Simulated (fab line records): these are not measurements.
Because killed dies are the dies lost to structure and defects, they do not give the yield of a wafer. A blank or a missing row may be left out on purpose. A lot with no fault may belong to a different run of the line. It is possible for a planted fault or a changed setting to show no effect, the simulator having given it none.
A struck lot beside a sound one :: flow n5Finfet :: 15 steps out of a route of 1938
Sound: wafers L229.1, L229.2, L229.6. Wafers L237.3, L237.4, L237.5 were the ones struck. The cause comes at the end.
For every step that has rows: the tool of each side, followed by ch and its chambers, followed by its first start. Under that, the readings that differ: sound wafers :: struck wafers :: difference of the means :: sigmas: that difference in standard deviations of wafers without a fault.
alike: readings with means less than 2 such deviations apart, plus words and numbers identical on both sides. not compared: withheld readings, readings lacking a value on some wafer, bounds such as >300 that could conceal the same value, and numbers that have no deviation in the record and whose values overlap.
Wherever a step has rows on one side only, a row that says differs or no value, or a row with sigmas, the two part there. Numbers that don't overlap but have no deviation are shown without sigmas and don't part them. Lack of a reading on every wafer of one side parts them only where that side has two or more wafers.

first, 1 step without rows for these wafers: N5_BEOL_M5_PRE_CLEAN_77 (time 15 s).
N5_BEOL_M5_CO_CAP_78: material Co, precursor CCTBA/H2, target thk 2 nm, time 102.1 s.
  sound on cvdCo-01 ch 0,1, day 8 21:05; struck on cvdCo-01 ch 0,2, day 11 06:20
  alike: chamberPressureTorr, heaterPowerW
  not compared: sinceWetCleanH
then, 1 step without rows for these wafers: N5_BEOL_M5_PRE_CLEAN_55 (time 15 s).
N5_BEOL_M5_DEP_56: deposits SiCN from 3MS/NH3, target thk 8 nm, time 14 s.
  sound on pecvd-03 ch 0,2, day 8 21:13; struck on pecvd-02 ch 0,2, day 11 06:28
reading: showerheadPlenumPTorr (Torr)
sound: 3.688 3.690 3.681
struck: 3.651 3.662 3.641
difference: -0.035
sigmas: -3
  alike: chamberPressureTorr, throttleValvePct
  not compared: sinceWetCleanH
N5_BEOL_M5_RS_MEAS_57: the measuring method here is four-point-probe.
  struck on filmMetro-02, day 11 06:32; sound on filmMetro-02, day 8 21:18
  alike: M5_RS
N5_BEOL_M5_INSPECT_58: inspects for defects (darkfield).
  struck on defectInspect-02, day 11 06:33; sound on defectInspect-01, day 8 21:19
  alike: rawDefectCount
then, 1 step without rows for these wafers: N5_BEOL_M6_ILD_DEP_00 (deposits SiCOH lowk from DEMS/porogen, target thk 179.75 nm, time 33.4 s).
N5_BEOL_M6_CURE_74: cures SiCOH lowk, time 240 s.
  sound on uvCure-02 ch 1, day 8 21:25; struck on uvCure-03 ch 1, day 11 07:12
reading: wafer_temp_C_max
sound: 386.1 385.5 385.7
struck: 387.2 387.5 387.3
difference: +1.6
sigmas: +2
  alike: lampPowerPct
N5_BEOL_M6_THK_MEAS_01:
  struck on filmMetro-02, day 11 07:34; sound on filmMetro-01, day 8 21:56
  alike: M6_ILD_THK
N5_BEOL_M6_PECVD_70: deposits SiO2 from TEOS/O2, target thk 20 nm, time 22.7 s.
  sound on pecvd-03 ch 0,2, day 8 21:58; struck on pecvd-04 ch 0,2, day 11 07:35
reading: showerheadPlenumPTorr (Torr)
sound: 8.89 8.87 8.89
struck: 8.79 8.78 8.74
difference: -0.11
sigmas: -2

reading: throttleValvePct (%)
sound: 22.1 22.9 22.2
struck: 20.0 20.2 21.3
difference: -1.9
sigmas: -3
  alike: chamberPressureTorr, heaterPowerW
  not compared: sinceWetCleanH
N5_BEOL_M6_HM_DEP_02: deposits TiN, target thk 20 nm.
  struck on pvdSputter-02, day 11 07:49; sound on pvdSputter-02, day 8 23:42
  alike: throttleValvePct
then, 1 step without rows for these wafers: N5_BEOL_M6_COAT_59 (time 60 s, resist thk 100 nm).
N5_BEOL_M6_COAT_60: time 60 s, resist thk 35 nm.
  sound on lithoTrack-05 ch 0, day 8 23:50; struck on lithoTrack-05 ch 0, day 11 07:57
reading: heaterPowerTotalW (W)
sound: 424.2 424.8 427.8
struck: 441.2 440.8 441.8
difference: +15.7
sigmas: +7

reading: plateTempC (C)
sound: 219.74 220.15 219.75
struck: 225.03 225.08 225.14
difference: +5.20
sigmas: +31
  alike: spinSpeedRpm
then, 1 step without rows for these wafers: N5_BEOL_M6_COAT_05 (resist thk 90 nm).
N5_PASSIVATION_PROBE_49:
  sound wafers here have rows in the record (prober-01, day 12 20:57); struck ones have none

== WHERE THEY PART ==
Earliest at N5_BEOL_M5_DEP_56; latest, in this record, at N5_PASSIVATION_PROBE_49.

WHY: whatever the simulator had introduced
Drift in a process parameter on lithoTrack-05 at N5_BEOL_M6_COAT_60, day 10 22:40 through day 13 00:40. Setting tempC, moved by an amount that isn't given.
